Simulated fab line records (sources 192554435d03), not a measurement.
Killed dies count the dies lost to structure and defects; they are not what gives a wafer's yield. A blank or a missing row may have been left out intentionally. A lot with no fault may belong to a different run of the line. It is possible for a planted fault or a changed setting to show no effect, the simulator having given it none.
fab line records / flow n5Finfet
[record] lots = 6 wafers = 18 lastDay = 19
route steps=1938 shown BEOL_M8@1377
lots with no fault: from the same line, run without faults
startH: the number of hours between the record's first day and the start of the first shown wafer of the lot / waitH: how many hours have passed since the lot's step before this one / " same as the row above / L1.1+2: several wafers, shown together as one row / - no value, or no start was given / * or withheld: withheld / < > ~ a bound
route shown NAME@n: NAME is a module with steps in the file, n the number in the route of the first one / usual: mean/standard deviation taken from wafers without a fault / same: alike in all rows / chamber/n: place in a boat / sites: per-site readings / _std_site: their standard deviation / _edge_site: inner sites' mean taken away from outer sites' mean / radiusMm: how far each site lies from the wafer's centre / mask NAME#n: copy n / behind: the last tool/chamber to shape the wafer / hold: cause of the lot's hold/its duration in hours/its outcome / device: transistor that didn't switch, given as n, p or np / end of line: the same wafers' tests at the end of the route / where a step has no rows: the recipe by itself / killed: at the first sort, the dies lost to defects and structure; wafer yield is something else / map: shows each die of a wafer: x if killed, . if not, _ if none is there
set.NAME: the run value of the setting; set.NAME@STEP: its run value at that earlier step / model.NAME: the simulator's own value behind a step, which no gauge read
lots at selected steps of the route; one table per step, one row per wafer
services: from which hour (startH, from the record's first day; less than 0 if before it) a tool's chamber was out of use, for how many hours, and why
[[steps]]
[step N5_BEOL_M8_TRENCH_ETCH_37]
[recipe] chemistry = C4F6/O2 targetDepthA = 934.78 target = SiCOH_lowk timeS = 31.2 ionEnergyEv = 250 pressureMtorr = 30 sourceW = 345 biasW = 185 Ar_flow_sccm = 300 C4F6_flow_sccm = 10 O2_flow_sccm = 10
[usual] drypumpMotorCurrentA = 5.74/0.25 oesProductAu = 0.84/0.061 rfVppV = 668/13 showerheadPlenumPTorr = 2.89/0.085 throttleValvePct = 20.80/0.22
lot.wafer=L373.1 tool=rieDiel-06 chamber=0 startH=- waitH=- drypumpMotorCurrentA=5.58 oesProductAu=0.84 rfHoursCounterH=64 rfVppV=665 showerheadPlenumPTorr=2.99 throttleValvePct=20.93
lot.wafer=L373.4 tool=rieDiel-06 chamber=1 startH=- waitH=- drypumpMotorCurrentA=5.62 oesProductAu=0.84 rfHoursCounterH=90 rfVppV=676 showerheadPlenumPTorr=2.78 throttleValvePct=20.77
lot.wafer=L373.6 tool=rieDiel-06 chamber=1 startH=- waitH=- drypumpMotorCurrentA=5.62 oesProductAu=0.83 rfHoursCounterH=- rfVppV=677 showerheadPlenumPTorr=2.78 throttleValvePct=20.77
lot.wafer=L376.4 tool=rieDiel-06 chamber=3 startH=- waitH=- drypumpMotorCurrentA=5.26 oesProductAu=0.94 rfHoursCounterH=15 rfVppV=653 showerheadPlenumPTorr=2.92 throttleValvePct=20.47
lot.wafer=L376.5 tool=rieDiel-06 chamber=0 startH=- waitH=- drypumpMotorCurrentA=5.60 oesProductAu=0.82 rfHoursCounterH=- rfVppV=667 showerheadPlenumPTorr=2.99 throttleValvePct=20.96
lot.wafer=L376.6 tool=rieDiel-06 chamber=1 startH=- waitH=- drypumpMotorCurrentA=5.63 oesProductAu=0.81 rfHoursCounterH=- rfVppV=678 showerheadPlenumPTorr=2.77 throttleValvePct=20.79
lot.wafer=L385.3 tool=rieDiel-04 chamber=2 startH=- waitH=- drypumpMotorCurrentA=5.47 oesProductAu=1.00 rfHoursCounterH=0 rfVppV=666 showerheadPlenumPTorr=3.03 throttleValvePct=21.02
lot.wafer=L385.4 tool=rieDiel-04 chamber=3 startH=- waitH=- drypumpMotorCurrentA=6.04 oesProductAu=0.83 rfHoursCounterH=85 rfVppV=693 showerheadPlenumPTorr=3.01 throttleValvePct=21.00
lot.wafer=L385.5 tool=rieDiel-04 chamber=0 startH=- waitH=- drypumpMotorCurrentA=5.41 oesProductAu=0.91 rfHoursCounterH=- rfVppV=675 showerheadPlenumPTorr=2.81 throttleValvePct=20.61
lot.wafer=L387.1 tool=rieDiel-05 chamber=1 startH=- waitH=- drypumpMotorCurrentA=5.81 oesProductAu=0.81 rfHoursCounterH=76 rfVppV=665 showerheadPlenumPTorr=2.88 throttleValvePct=20.49
lot.wafer=L387.3 tool=rieDiel-05 chamber=2 startH=- waitH=- drypumpMotorCurrentA=6.14 oesProductAu=0.77 rfHoursCounterH=133 rfVppV=656 showerheadPlenumPTorr=2.85 throttleValvePct=21.17
lot.wafer=L387.6 tool=rieDiel-05 chamber=2 startH=- waitH=- drypumpMotorCurrentA=6.16 oesProductAu=0.77 rfHoursCounterH=- rfVppV=657 showerheadPlenumPTorr=2.85 throttleValvePct=21.19
lot.wafer=L391.3 tool=rieDiel-06 chamber=1 startH=- waitH=- drypumpMotorCurrentA=5.61 oesProductAu=0.78 rfHoursCounterH=141 rfVppV=677 showerheadPlenumPTorr=2.76 throttleValvePct=20.86
lot.wafer=L391.5 tool=rieDiel-06 chamber=0 startH=- waitH=- drypumpMotorCurrentA=5.60 oesProductAu=0.78 rfHoursCounterH=- rfVppV=664 showerheadPlenumPTorr=2.97 throttleValvePct=21.01
lot.wafer=L391.6 tool=rieDiel-06 chamber=1 startH=- waitH=- drypumpMotorCurrentA=5.63 oesProductAu=0.78 rfHoursCounterH=- rfVppV=678 showerheadPlenumPTorr=2.76 throttleValvePct=20.84
lot.wafer=L394.1 tool=rieDiel-04 chamber=0 startH=- waitH=- drypumpMotorCurrentA=5.48 oesProductAu=0.87 rfHoursCounterH=37 rfVppV=675 showerheadPlenumPTorr=2.80 throttleValvePct=20.64
lot.wafer=L394.2 tool=rieDiel-04 chamber=3 startH=- waitH=- drypumpMotorCurrentA=6.05 oesProductAu=0.80 rfHoursCounterH=107 rfVppV=693 showerheadPlenumPTorr=3.00 throttleValvePct=21.02
lot.wafer=L394.4 tool=rieDiel-04 chamber=2 startH=- waitH=- drypumpMotorCurrentA=5.42 oesProductAu=0.92 rfHoursCounterH=23 rfVppV=667 showerheadPlenumPTorr=3.02 throttleValvePct=21.04
[step N5_BEOL_M8_ETCH_41]
[recipe] chemistry = CH3F/O2 target = SiCN targetDepthA = 319 taperDeg = 2 timeS = 57.8 ionEnergyEv = 120 maskMaterial = TiN pressureMtorr = 30 sourceW = 395 biasW = 75 Ar_flow_sccm = 150 CH3F_flow_sccm = 30 O2_flow_sccm = 20
[step N5_BEOL_M8_STRIP_80]
[recipe] chemistry = N2/H2 timeS = 10 powerW = 450 tempC = 40 pressureMtorr = 20 rfFrequencyHz = 6e+07 biasPowerW = 7 n2FlowSccm = 200 h2FlowSccm = 200
[usual] biasPowerW = 7.000/0.02 drypumpMotorCurrentA = 5.74/0.25 h2FlowSccm = 200.0/0.62 oesProductAu = 0.84/0.061 rfVppV = 59.3/0.86 showerheadPlenumPTorr = 2.58/0.083 tempC = 40.00/0.1 throttleValvePct = 23.5/0.31
lot.wafer=L373.1 tool=rieDiel-06 chamber=0 startH=- waitH=- biasPowerW=7.006 drypumpMotorCurrentA=5.61 h2FlowSccm=199.3 oesProductAu=0.84 rfHoursCounterH=64 rfVppV=60.2 showerheadPlenumPTorr=2.70 tempC=40.32 throttleValvePct=23.7
lot.wafer=L373.4 tool=rieDiel-06 chamber=1 startH=- waitH=- biasPowerW=6.961 drypumpMotorCurrentA=5.63 h2FlowSccm=199.4 oesProductAu=0.82 rfHoursCounterH=90 rfVppV=58.4 showerheadPlenumPTorr=2.47 tempC=39.97 throttleValvePct=23.8
lot.wafer=L373.6 tool=rieDiel-06 chamber=1 startH=- waitH=- biasPowerW=6.982 drypumpMotorCurrentA=5.62 h2FlowSccm=199.4 oesProductAu=0.82 rfHoursCounterH=- rfVppV=60.1 showerheadPlenumPTorr=2.47 tempC=40.02 throttleValvePct=23.8
lot.wafer=L376.4 tool=rieDiel-06 chamber=3 startH=- waitH=- biasPowerW=7.007 drypumpMotorCurrentA=5.28 h2FlowSccm=199.9 oesProductAu=0.94 rfHoursCounterH=15 rfVppV=59.0 showerheadPlenumPTorr=2.59 tempC=39.95 throttleValvePct=23.3
lot.wafer=L376.5 tool=rieDiel-06 chamber=0 startH=- waitH=- biasPowerW=6.963 drypumpMotorCurrentA=5.59 h2FlowSccm=199.6 oesProductAu=0.84 rfHoursCounterH=- rfVppV=59.3 showerheadPlenumPTorr=2.69 tempC=40.08 throttleValvePct=23.7
lot.wafer=L376.6 tool=rieDiel-06 chamber=1 startH=- waitH=- biasPowerW=7.028 drypumpMotorCurrentA=5.63 h2FlowSccm=199.2 oesProductAu=0.82 rfHoursCounterH=- rfVppV=57.6 showerheadPlenumPTorr=2.46 tempC=39.95 throttleValvePct=23.8
lot.wafer=L385.3 tool=rieDiel-04 chamber=2 startH=- waitH=- biasPowerW=6.979 drypumpMotorCurrentA=5.45 h2FlowSccm=199.8 oesProductAu=1.00 rfHoursCounterH=0 rfVppV=59.7 showerheadPlenumPTorr=2.72 tempC=40.15 throttleValvePct=23.8
lot.wafer=L385.4 tool=rieDiel-04 chamber=3 startH=- waitH=- biasPowerW=6.987 drypumpMotorCurrentA=6.02 h2FlowSccm=200.0 oesProductAu=0.82 rfHoursCounterH=85 rfVppV=61.0 showerheadPlenumPTorr=2.69 tempC=39.97 throttleValvePct=23.7
lot.wafer=L385.5 tool=rieDiel-04 chamber=0 startH=- waitH=- biasPowerW=7.006 drypumpMotorCurrentA=5.45 h2FlowSccm=200.0 oesProductAu=0.91 rfHoursCounterH=- rfVppV=58.6 showerheadPlenumPTorr=2.49 tempC=40.08 throttleValvePct=23.5
lot.wafer=L387.1 tool=rieDiel-05 chamber=1 startH=- waitH=- biasPowerW=7.006 drypumpMotorCurrentA=5.81 h2FlowSccm=199.0 oesProductAu=0.82 rfHoursCounterH=76 rfVppV=58.8 showerheadPlenumPTorr=2.56 tempC=40.02 throttleValvePct=23.0
lot.wafer=L387.3 tool=rieDiel-05 chamber=2 startH=- waitH=- biasPowerW=7.054 drypumpMotorCurrentA=6.15 h2FlowSccm=200.1 oesProductAu=0.76 rfHoursCounterH=133 rfVppV=58.4 showerheadPlenumPTorr=2.55 tempC=40.08 throttleValvePct=23.9
lot.wafer=L387.6 tool=rieDiel-05 chamber=2 startH=- waitH=- biasPowerW=7.006 drypumpMotorCurrentA=6.15 h2FlowSccm=199.7 oesProductAu=0.77 rfHoursCounterH=- rfVppV=58.5 showerheadPlenumPTorr=2.55 tempC=39.93 throttleValvePct=23.9
lot.wafer=L391.3 tool=rieDiel-06 chamber=1 startH=- waitH=- biasPowerW=6.992 drypumpMotorCurrentA=5.62 h2FlowSccm=200.0 oesProductAu=0.76 rfHoursCounterH=141 rfVppV=60.0 showerheadPlenumPTorr=2.45 tempC=40.05 throttleValvePct=23.8
lot.wafer=L391.5 tool=rieDiel-06 chamber=0 startH=- waitH=- biasPowerW=7.034 drypumpMotorCurrentA=5.57 h2FlowSccm=200.7 oesProductAu=0.79 rfHoursCounterH=- rfVppV=59.5 showerheadPlenumPTorr=2.68 tempC=39.98 throttleValvePct=23.8
lot.wafer=L391.6 tool=rieDiel-06 chamber=1 startH=- waitH=- biasPowerW=7.029 drypumpMotorCurrentA=5.62 h2FlowSccm=199.7 oesProductAu=0.76 rfHoursCounterH=- rfVppV=59.7 showerheadPlenumPTorr=2.45 tempC=39.97 throttleValvePct=23.8
lot.wafer=L394.1 tool=rieDiel-04 chamber=0 startH=- waitH=- biasPowerW=6.966 drypumpMotorCurrentA=5.44 h2FlowSccm=200.1 oesProductAu=0.88 rfHoursCounterH=37 rfVppV=58.1 showerheadPlenumPTorr=2.48 tempC=40.07 throttleValvePct=23.5
lot.wafer=L394.2 tool=rieDiel-04 chamber=3 startH=- waitH=- biasPowerW=6.998 drypumpMotorCurrentA=6.05 h2FlowSccm=198.9 oesProductAu=0.81 rfHoursCounterH=107 rfVppV=61.0 showerheadPlenumPTorr=2.68 tempC=40.05 throttleValvePct=23.7
lot.wafer=L394.4 tool=rieDiel-04 chamber=2 startH=- waitH=- biasPowerW=6.987 drypumpMotorCurrentA=5.46 h2FlowSccm=201.5 oesProductAu=0.93 rfHoursCounterH=23 rfVppV=59.1 showerheadPlenumPTorr=2.71 tempC=40.15 throttleValvePct=23.8
[step N5_BEOL_M8_OCD_MEAS_38]
[usual] trenchDepthNm = 93.6/1.5
lot.wafer=L373.1 tool=ocd-02 chamber=- startH=212.95 waitH=- trenchDepthNm=94.2
lot.wafer=L373.4 tool=ocd-02 chamber=- startH=212.95 waitH=- trenchDepthNm=96.1
lot.wafer=L373.6 tool=ocd-02 chamber=- startH=212.95 waitH=- trenchDepthNm=95.0
lot.wafer=L376.4 tool=ocd-02 chamber=- startH=247.65 waitH=- trenchDepthNm=92.3
lot.wafer=L376.5 tool=ocd-02 chamber=- startH=247.65 waitH=- trenchDepthNm=94.4
lot.wafer=L376.6 tool=ocd-02 chamber=- startH=247.65 waitH=- trenchDepthNm=94.2
lot.wafer=L385.3 tool=ocd-01 chamber=- startH=320.78 waitH=- trenchDepthNm=91.4
lot.wafer=L385.4 tool=ocd-01 chamber=- startH=320.78 waitH=- trenchDepthNm=95.2
lot.wafer=L385.5 tool=ocd-01 chamber=- startH=320.78 waitH=- trenchDepthNm=93.8
lot.wafer=L387.1 tool=ocd-02 chamber=- startH=331.03 waitH=- trenchDepthNm=90.7
lot.wafer=L387.3 tool=ocd-02 chamber=- startH=331.03 waitH=- trenchDepthNm=91.6
lot.wafer=L387.6 tool=ocd-02 chamber=- startH=331.03 waitH=- trenchDepthNm=91.2
lot.wafer=L391.3 tool=ocd-02 chamber=- startH=356.31 waitH=- trenchDepthNm=94.9
lot.wafer=L391.5 tool=ocd-02 chamber=- startH=356.31 waitH=- trenchDepthNm=93.9
lot.wafer=L391.6 tool=ocd-02 chamber=- startH=356.31 waitH=- trenchDepthNm=93.6
lot.wafer=L394.1 tool=ocd-02 chamber=- startH=378.43 waitH=- trenchDepthNm=95.4
lot.wafer=L394.2 tool=ocd-02 chamber=- startH=378.43 waitH=- trenchDepthNm=94.3
lot.wafer=L394.4 tool=ocd-02 chamber=- startH=378.43 waitH=- trenchDepthNm=93.3
[step N5_BEOL_M8_HM_STRIP_39]
[recipe] chemistry = peroxideTinStrip material = TiN targetDepthA = 250 tempC = 50 timeS = 158
[step N5_BEOL_M8_SRD_40]
[recipe] timeS = 30 tempC = 23 rinseLiquid = diw dry = ipaMarangoni
[step N5_BEOL_M8_PRECLEAN_42]
[recipe] chemistry = residueRemover timeS = 60 tempC = 40
[step N5_BEOL_M8_SRD_43]
[recipe] timeS = 30 tempC = 23 rinseLiquid = diw dry = ipaMarangoni
[step N5_BEOL_M8_CD_MEAS_35]
[recipe] targetCdNm = 40 polarity = opening
[usual] cdNm = 40.1/0.51
lot.wafer=L373.1 tool=cdSem-02 chamber=- startH=213.11 waitH=0.0 cdNm=40.0
lot.wafer=L373.4 tool=cdSem-02 chamber=- startH=213.11 waitH=0.0 cdNm=40.2
lot.wafer=L373.6 tool=cdSem-02 chamber=- startH=213.11 waitH=0.0 cdNm=39.2
lot.wafer=L376.4 tool=cdSem-01 chamber=- startH=247.81 waitH=0.0 cdNm=39.5
lot.wafer=L376.5 tool=cdSem-01 chamber=- startH=247.81 waitH=0.0 cdNm=40.3
lot.wafer=L376.6 tool=cdSem-01 chamber=- startH=247.81 waitH=0.0 cdNm=39.6
lot.wafer=L385.3 tool=cdSem-01 chamber=- startH=320.93 waitH=0.0 cdNm=40.1
lot.wafer=L385.4 tool=cdSem-01 chamber=- startH=320.93 waitH=0.0 cdNm=40.4
lot.wafer=L385.5 tool=cdSem-01 chamber=- startH=320.93 waitH=0.0 cdNm=39.5
lot.wafer=L387.1 tool=cdSem-01 chamber=- startH=331.19 waitH=0.0 cdNm=40.5
lot.wafer=L387.3 tool=cdSem-01 chamber=- startH=331.19 waitH=0.0 cdNm=40.1
lot.wafer=L387.6 tool=cdSem-01 chamber=- startH=331.19 waitH=0.0 cdNm=40.6
lot.wafer=L391.3 tool=cdSem-01 chamber=- startH=356.46 waitH=0.0 cdNm=40.3
lot.wafer=L391.5 tool=cdSem-01 chamber=- startH=356.46 waitH=0.0 cdNm=40.2
lot.wafer=L391.6 tool=cdSem-01 chamber=- startH=356.46 waitH=0.0 cdNm=40.6
lot.wafer=L394.1 tool=cdSem-03 chamber=- startH=378.59 waitH=0.0 cdNm=41.0
lot.wafer=L394.2 tool=cdSem-03 chamber=- startH=378.59 waitH=0.0 cdNm=40.4
lot.wafer=L394.4 tool=cdSem-03 chamber=- startH=378.59 waitH=0.0 cdNm=40.2
[step N5_BEOL_M8_CURE_75]
[recipe] tempC = 370 timeS = 120 ambient = DMADMS/He material = SiCOH_lowk
[usual] lampPowerPct = 52.31/0.049 wafer_temp_C_max = 371.9/0.54
lot.wafer=L373.1 tool=uvCure-01 chamber=2 startH=213.15 waitH=0.0 lampPowerPct=52.30 wafer_temp_C_max=373.4
lot.wafer=L373.4 tool=uvCure-01 chamber=2 startH=213.15 waitH=0.0 lampPowerPct=52.28 wafer_temp_C_max=372.7
lot.wafer=L373.6 tool=uvCure-01 chamber=2 startH=213.15 waitH=0.0 lampPowerPct=52.24 wafer_temp_C_max=372.6
lot.wafer=L376.4 tool=uvCure-02 chamber=2 startH=247.99 waitH=0.2 lampPowerPct=52.35 wafer_temp_C_max=371.6
lot.wafer=L376.5 tool=uvCure-02 chamber=2 startH=247.99 waitH=0.2 lampPowerPct=52.31 wafer_temp_C_max=371.6
lot.wafer=L376.6 tool=uvCure-02 chamber=2 startH=247.99 waitH=0.2 lampPowerPct=52.28 wafer_temp_C_max=371.2
lot.wafer=L385.3 tool=uvCure-02 chamber=0 startH=321.07 waitH=0.1 lampPowerPct=52.31 wafer_temp_C_max=371.2
lot.wafer=L385.4 tool=uvCure-02 chamber=0 startH=321.07 waitH=0.1 lampPowerPct=52.39 wafer_temp_C_max=371.5
lot.wafer=L385.5 tool=uvCure-02 chamber=0 startH=321.07 waitH=0.1 lampPowerPct=52.34 wafer_temp_C_max=371.7
lot.wafer=L387.1 tool=uvCure-01 chamber=2 startH=331.23 waitH=0.0 lampPowerPct=52.31 wafer_temp_C_max=371.9
lot.wafer=L387.3 tool=uvCure-01 chamber=2 startH=331.23 waitH=0.0 lampPowerPct=52.36 wafer_temp_C_max=371.1
lot.wafer=L387.6 tool=uvCure-01 chamber=2 startH=331.23 waitH=0.0 lampPowerPct=52.29 wafer_temp_C_max=373.3
lot.wafer=L391.3 tool=uvCure-03 chamber=1 startH=356.60 waitH=0.1 lampPowerPct=52.30 wafer_temp_C_max=372.6
lot.wafer=L391.5 tool=uvCure-03 chamber=1 startH=356.60 waitH=0.1 lampPowerPct=52.32 wafer_temp_C_max=372.6
lot.wafer=L391.6 tool=uvCure-03 chamber=1 startH=356.60 waitH=0.1 lampPowerPct=52.27 wafer_temp_C_max=372.3
lot.wafer=L394.1 tool=uvCure-03 chamber=0 startH=378.66 waitH=0.1 lampPowerPct=52.30 wafer_temp_C_max=371.5
lot.wafer=L394.2 tool=uvCure-03 chamber=0 startH=378.66 waitH=0.1 lampPowerPct=52.36 wafer_temp_C_max=371.4
lot.wafer=L394.4 tool=uvCure-03 chamber=0 startH=378.66 waitH=0.1 lampPowerPct=52.30 wafer_temp_C_max=370.8
[step N5_BEOL_M8_DEGAS_44]
[recipe] ambient = vacuum tempC = 250 timeS = 60
[usual] heaterPowerW = 338/44
lot.wafer=L373.1 tool=pvdSputter-03 chamber=- startH=213.89 waitH=0.7 heaterPowerW=381
lot.wafer=L373.4 tool=pvdSputter-03 chamber=- startH=213.89 waitH=0.7 heaterPowerW=337
lot.wafer=L373.6 tool=pvdSputter-03 chamber=- startH=213.89 waitH=0.7 heaterPowerW=300
lot.wafer=L376.4 tool=pvdSputter-01 chamber=- startH=248.21 waitH=0.2 heaterPowerW=358
lot.wafer=L376.5 tool=pvdSputter-01 chamber=- startH=248.21 waitH=0.2 heaterPowerW=359
lot.wafer=L376.6 tool=pvdSputter-01 chamber=- startH=248.21 waitH=0.2 heaterPowerW=332
lot.wafer=L385.3 tool=pvdSputter-02 chamber=- startH=322.72 waitH=1.6 heaterPowerW=338
lot.wafer=L385.4 tool=pvdSputter-02 chamber=- startH=322.72 waitH=1.6 heaterPowerW=330
lot.wafer=L385.5 tool=pvdSputter-02 chamber=- startH=322.72 waitH=1.6 heaterPowerW=324
lot.wafer=L387.1 tool=pvdSputter-01 chamber=- startH=331.56 waitH=0.3 heaterPowerW=363
lot.wafer=L387.3 tool=pvdSputter-01 chamber=- startH=331.56 waitH=0.3 heaterPowerW=338
lot.wafer=L387.6 tool=pvdSputter-01 chamber=- startH=331.56 waitH=0.3 heaterPowerW=340
lot.wafer=L391.3 tool=pvdSputter-01 chamber=- startH=357.62 waitH=1.0 heaterPowerW=360
lot.wafer=L391.5 tool=pvdSputter-01 chamber=- startH=357.62 waitH=1.0 heaterPowerW=359
lot.wafer=L391.6 tool=pvdSputter-01 chamber=- startH=357.62 waitH=1.0 heaterPowerW=339
lot.wafer=L394.1 tool=pvdSputter-01 chamber=- startH=379.04 waitH=0.3 heaterPowerW=364
lot.wafer=L394.2 tool=pvdSputter-01 chamber=- startH=379.04 waitH=0.3 heaterPowerW=354
lot.wafer=L394.4 tool=pvdSputter-01 chamber=- startH=379.04 waitH=0.3 heaterPowerW=334
[step N5_BEOL_M8_PRE_CLEAN_45]
[recipe] gas = H2/He timeS = 30 tempC = 250
[usual] heaterPowerW = 338/44
lot.wafer=L373.1 tool=pvdSputter-03 chamber=- startH=213.93 waitH=0.0 heaterPowerW=383
lot.wafer=L373.4 tool=pvdSputter-03 chamber=- startH=213.93 waitH=0.0 heaterPowerW=337
lot.wafer=L373.6 tool=pvdSputter-03 chamber=- startH=213.93 waitH=0.0 heaterPowerW=295
lot.wafer=L376.4 tool=pvdSputter-01 chamber=- startH=248.25 waitH=0.0 heaterPowerW=353
lot.wafer=L376.5 tool=pvdSputter-01 chamber=- startH=248.25 waitH=0.0 heaterPowerW=361
lot.wafer=L376.6 tool=pvdSputter-01 chamber=- startH=248.25 waitH=0.0 heaterPowerW=347
lot.wafer=L385.3 tool=pvdSputter-02 chamber=- startH=322.76 waitH=0.0 heaterPowerW=340
lot.wafer=L385.4 tool=pvdSputter-02 chamber=- startH=322.76 waitH=0.0 heaterPowerW=315
lot.wafer=L385.5 tool=pvdSputter-02 chamber=- startH=322.76 waitH=0.0 heaterPowerW=322
lot.wafer=L387.1 tool=pvdSputter-01 chamber=- startH=331.60 waitH=0.0 heaterPowerW=362
lot.wafer=L387.3 tool=pvdSputter-01 chamber=- startH=331.60 waitH=0.0 heaterPowerW=337
lot.wafer=L387.6 tool=pvdSputter-01 chamber=- startH=331.60 waitH=0.0 heaterPowerW=335
lot.wafer=L391.3 tool=pvdSputter-01 chamber=- startH=357.66 waitH=0.0 heaterPowerW=349
lot.wafer=L391.5 tool=pvdSputter-01 chamber=- startH=357.66 waitH=0.0 heaterPowerW=355
lot.wafer=L391.6 tool=pvdSputter-01 chamber=- startH=357.66 waitH=0.0 heaterPowerW=340
lot.wafer=L394.1 tool=pvdSputter-01 chamber=- startH=379.08 waitH=0.0 heaterPowerW=359
lot.wafer=L394.2 tool=pvdSputter-01 chamber=- startH=379.08 waitH=0.0 heaterPowerW=341
lot.wafer=L394.4 tool=pvdSputter-01 chamber=- startH=379.08 waitH=0.0 heaterPowerW=334
[step N5_BEOL_M8_ALD_77]
[recipe] material = TaN targetThkA = 20 tempC = 275 aldPrecursorFamily = PDMAT aldCoReactant = NH3 pressureTorr = 3 carrierFlowSccm = 1500 pulseTimeS = 2 purgeTimeS = 3 coReactantPurgeTimeS = 2 coReactantPulseTimeS = 3 aldCycles = 40 precursorVesselTempC = 75 precursorVesselPressureTorr = 26.25 precursorVesselCarrierSccm = 1000
[usual] chamberPressureTorr = 3.000/0.0069 heaterPowerW = 402/27 precursorVesselPressureTorr = 26.25/0.047 purgeTimeS = 3/0
lot.wafer=L373.1 tool=aldMetal-03 chamber=1 startH=214.01 waitH=0.1 chamberPressureTorr=2.999 heaterPowerW=428 precursorVesselPressureTorr=26.28 purgeTimeS=3
lot.wafer=L373.4 tool=aldMetal-03 chamber=2 startH=214.01 waitH=0.1 chamberPressureTorr=2.997 heaterPowerW=373 precursorVesselPressureTorr=26.26 purgeTimeS=3
lot.wafer=L373.6 tool=aldMetal-03 chamber=0 startH=214.01 waitH=0.1 chamberPressureTorr=2.995 heaterPowerW=388 precursorVesselPressureTorr=26.20 purgeTimeS=3
lot.wafer=L376.4 tool=aldMetal-02 chamber=1 startH=248.33 waitH=0.1 chamberPressureTorr=3.002 heaterPowerW=424 precursorVesselPressureTorr=26.32 purgeTimeS=3
lot.wafer=L376.5 tool=aldMetal-02 chamber=0 startH=248.33 waitH=0.1 chamberPressureTorr=2.989 heaterPowerW=398 precursorVesselPressureTorr=26.24 purgeTimeS=3
lot.wafer=L376.6 tool=aldMetal-02 chamber=1 startH=248.33 waitH=0.1 chamberPressureTorr=3.004 heaterPowerW=406 precursorVesselPressureTorr=26.22 purgeTimeS=3
lot.wafer=L385.3 tool=aldMetal-03 chamber=2 startH=322.82 waitH=0.0 chamberPressureTorr=3.016 heaterPowerW=373 precursorVesselPressureTorr=26.33 purgeTimeS=3
lot.wafer=L385.4 tool=aldMetal-03 chamber=3 startH=322.82 waitH=0.0 chamberPressureTorr=2.999 heaterPowerW=428 precursorVesselPressureTorr=26.27 purgeTimeS=3.762
lot.wafer=L385.5 tool=aldMetal-03 chamber=2 startH=322.82 waitH=0.0 chamberPressureTorr=3.013 heaterPowerW=382 precursorVesselPressureTorr=26.15 purgeTimeS=3
lot.wafer=L387.1 tool=aldMetal-03 chamber=0 startH=331.80 waitH=0.2 chamberPressureTorr=3.011 heaterPowerW=401 precursorVesselPressureTorr=26.17 purgeTimeS=3.762
lot.wafer=L387.3 tool=aldMetal-03 chamber=3 startH=331.80 waitH=0.2 chamberPressureTorr=3.013 heaterPowerW=420 precursorVesselPressureTorr=26.24 purgeTimeS=3
lot.wafer=L387.6 tool=aldMetal-03 chamber=0 startH=331.80 waitH=0.2 chamberPressureTorr=3.009 heaterPowerW=401 precursorVesselPressureTorr=26.21 purgeTimeS=3
lot.wafer=L391.3 tool=aldMetal-02 chamber=0 startH=357.82 waitH=0.1 chamberPressureTorr=2.995 heaterPowerW=404 precursorVesselPressureTorr=26.24 purgeTimeS=3
lot.wafer=L391.5 tool=aldMetal-02 chamber=0 startH=357.82 waitH=0.1 chamberPressureTorr=3.011 heaterPowerW=411 precursorVesselPressureTorr=26.28 purgeTimeS=3
lot.wafer=L391.6 tool=aldMetal-02 chamber=3 startH=357.82 waitH=0.1 chamberPressureTorr=2.986 heaterPowerW=375 precursorVesselPressureTorr=26.30 purgeTimeS=3
lot.wafer=L394.1 tool=aldMetal-04 chamber=2 startH=379.14 waitH=0.0 chamberPressureTorr=3.003 heaterPowerW=410 precursorVesselPressureTorr=26.22 purgeTimeS=3
lot.wafer=L394.2 tool=aldMetal-04 chamber=0 startH=379.14 waitH=0.0 chamberPressureTorr=3.001 heaterPowerW=397 precursorVesselPressureTorr=26.20 purgeTimeS=3
lot.wafer=L394.4 tool=aldMetal-04 chamber=1 startH=379.14 waitH=0.0 chamberPressureTorr=3.003 heaterPowerW=317 precursorVesselPressureTorr=26.27 purgeTimeS=3
[step N5_BEOL_M8_SURFACE_TREAT_79]
[recipe] gas = Ar timeS = * ionEnergyEv = * ionCurrentMaCm2 = 0.5 pressureMtorr = * arFlowSccm = 30
[[services]]
tool=uvCure-03 chamber=- startH=224.02 hours=0.2 kind=repair
tool=uvCure-01 chamber=- startH=224.39 hours=3.7 kind=repair
tool=aldMetal-03 chamber=1 startH=233.92 hours=3.8 kind=repair
tool=rieDiel-05 chamber=- startH=238.15 hours=0.8 kind=repair
tool=rieDiel-04 chamber=0 startH=238.47 hours=- kind=clean
tool=rieDiel-04 chamber=0 startH=238.47 hours=- kind=consumableReplace:focusRing
tool=rieDiel-04 chamber=0 startH=238.47 hours=12.6 kind=scheduledDown
tool=rieDiel-04 chamber=0 startH=238.47 hours=12.6 kind=ventCycle
tool=uvCure-03 chamber=- startH=254.35 hours=7.5 kind=pm
tool=pvdSputter-03 chamber=- startH=256.81 hours=10.5 kind=repair
tool=aldMetal-02 chamber=3 startH=260.21 hours=36.9 kind=repair
tool=aldMetal-03 chamber=1 startH=267.26 hours=1.5 kind=repair
tool=uvCure-02 chamber=- startH=274.02 hours=7.5 kind=pm
tool=aldMetal-04 chamber=- startH=277.25 hours=0.8 kind=repair
tool=rieDiel-04 chamber=- startH=292.12 hours=28.1 kind=pm
tool=uvCure-01 chamber=- startH=298.48 hours=0.3 kind=repair
tool=rieDiel-04 chamber=1 startH=326.00 hours=10.0 kind=repair
tool=rieDiel-05 chamber=0 startH=329.85 hours=3.2 kind=repair
tool=aldMetal-02 chamber=3 startH=335.93 hours=17.4 kind=repair
tool=aldMetal-04 chamber=- startH=337.25 hours=14.0 kind=pm
tool=rieDiel-05 chamber=- startH=339.29 hours=2.8 kind=pm
tool=rieDiel-04 chamber=- startH=341.02 hours=0.3 kind=repair
tool=aldMetal-03 chamber=- startH=343.44 hours=8.7 kind=pm
tool=rieDiel-05 chamber=1 startH=355.98 hours=1.7 kind=repair
[[key]]
[firstSign] step = N5_BEOL_M8_ALD_77 reading = purgeTimeS direction = up sigmas = 99+ usual = * struck = *
effect none on later readings
metAt N5_BEOL_M8_ALD_77
struckWafers L385.4,L387.1
onsetBetween 214.01 322.82
[fault] kind = processParameterDrift tool = aldMetal-03 chamber = - onsetH = 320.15 steps = N5_BEOL_M8_ALD_77 channel = purgeTimeS offset = * shape = step endH = 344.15 scope = struckWafersOnly actsIn = * stated = *
